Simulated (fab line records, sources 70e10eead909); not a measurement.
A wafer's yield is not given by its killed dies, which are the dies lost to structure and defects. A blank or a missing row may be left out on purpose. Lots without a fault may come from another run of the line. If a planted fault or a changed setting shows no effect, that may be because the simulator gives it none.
Struck lot and sound lot, side by side    flow nandHarc    17 steps out of a route of 1302
Sound: wafers L981.2, L981.3, L981.5. Wafers struck: L102.2, L102.3, L102.6. The cause is given at the end.
Each step with rows lists, per side, the tool, then ch with its chambers, then its first start. Under that, the readings that differ: sound wafers    struck wafers    difference of the means    sigmas: that difference in standard deviations of wafers without a fault.
alike: a reading whose means differ by less than 2 such deviations, as well as words and numbers matching on both sides. not compared: withheld readings; readings where some wafer has no value; bounds like >300 that might hide an equal value; numbers whose values overlap and for which the record gives no deviation.
A row with sigmas, a row that says differs or no value, or rows on one side alone: a step with any of these is where the two part. Numbers that don't overlap but have no deviation are shown without sigmas and don't part them. A reading missing from all wafers of one side parts the sides only when that side holds two or more wafers.

NHARC_A_M1_INSPECT_11:
  struck on defectInspect-01, day 31 23:16; sound on defectInspect-01, day 23 12:04
  alike: rawDefectCount
then, 1 step without rows for these wafers: NHARC_A_M1_DESCUM_14 (chemistry O2, time 3 s).
NHARC_A_M1_ETCH_35: etches the open film in N2/H2, target depth 40 nm, overetch 12 nm, time 43.94 s.
  sound on rieDiel-11 ch 0,1,2, day 23 12:14; struck on rieDiel-08 ch 0,1, day 31 23:25
  alike: chamberPressureMTorr, drypumpMotorCurrentA, oesProductAu, rfFwdPowerW, rfVppV, showerheadPlenumPTorr, throttleValvePct
  not compared: rfHoursCounterH
NHARC_A_M1_ETCH_15: etches the open film in C4F8/Ar, target depth 182.5 nm, time 91.2 s.
  sound on rieDiel-11 ch 2,3; struck on rieDiel-08 ch 0,1,2
reading              sound              struck             difference  sigmas
oesProductAu (a.u.)  0.915 0.932 0.923  0.980 0.963 0.955  +0.043      +2
  alike: chamberPressureMTorr, rfFwdPowerW, rfVppV
  not compared: rfHoursCounterH
NHARC_A_M1_CD_MEAS_16:
  struck on cdSem-02, day 31 23:38; sound on cdSem-03, day 23 12:26
  alike: cdNm
then, 3 steps without rows for these wafers: NHARC_A_M1_STRIP_18 (strips in N2/H2); NHARC_A_M1_ETCH_28 (etches the open film in CF4/N2, target depth 30 nm, time 72.99 s); NHARC_A_M1_STRIP_19 (strips in post etch residue remover, time 600 s).
NHARC_A_M1_DEGAS_29: time 60 s.
  struck on pvdSputter-01, day 32 00:21; sound on pvdSputter-02, day 23 13:11
  alike: heaterPowerW
NHARC_A_M1_PRE_CLEAN_30: time 30 s.
  sound on pvdSputter-02; struck on pvdSputter-01
  alike: heaterPowerW
then, 2 steps without rows for these wafers: NHARC_A_M1_PVD_20 (deposits TaN, target thk 5 nm, time 8.06 s); NHARC_A_M1_PVD_21 (deposits Cu, target thk 30 nm, time 20.49 s).
NHARC_A_M1_ECD_22: material Cu, target thk 400 nm.
  sound on ecdCu-02 ch 0,1, day 23 13:34; struck on ecdCu-02 ch 0,1, day 32 00:46
  no value came back on the struck wafers for bathHeatDutyPct (%), bathTempC (C); on the sound wafers bathHeatDutyPct (%) reads 5.9 6.8 5.4
NHARC_A_M1_ANNEAL_31: time 90 s.
  sound on rtpAnneal-02 ch 0, day 23 14:02; struck on rtpAnneal-01 ch 0, day 32 01:09
  alike: wafer_temp_C_max
NHARC_A_M1_CMP_23: polishes, t overpolish 20 s, target thk 154.34 nm.
  sound on cmp-01 ch 0,3, day 23 14:19; struck on cmp-01 ch 0,2,3, day 32 01:30
reading              sound     struck  difference  sigmas
timeToEndpointS (s)  29 24 30  1 0 0   -27         -9
  alike: motorCurrentA, slurryFilterDpKPa
NHARC_A_M1_THK_MEAS_24: measures by xrf.
  struck on filmMetro-01, day 32 01:56; sound on filmMetro-02, day 23 14:38
reading     sound              struck          difference  sigmas
thkNm (nm)  154.9 152.8 155.0  30.4 30.2 32.9  -123.1      -77
  not compared: hold
following that, these wafers have no rows for 1 step: NHARC_END_SORT_01.

== WHERE THEY PART ==
At NHARC_A_M1_ETCH_15 first; at NHARC_A_M1_THK_MEAS_24 last (within this record only).

WHY: whatever the simulator had introduced
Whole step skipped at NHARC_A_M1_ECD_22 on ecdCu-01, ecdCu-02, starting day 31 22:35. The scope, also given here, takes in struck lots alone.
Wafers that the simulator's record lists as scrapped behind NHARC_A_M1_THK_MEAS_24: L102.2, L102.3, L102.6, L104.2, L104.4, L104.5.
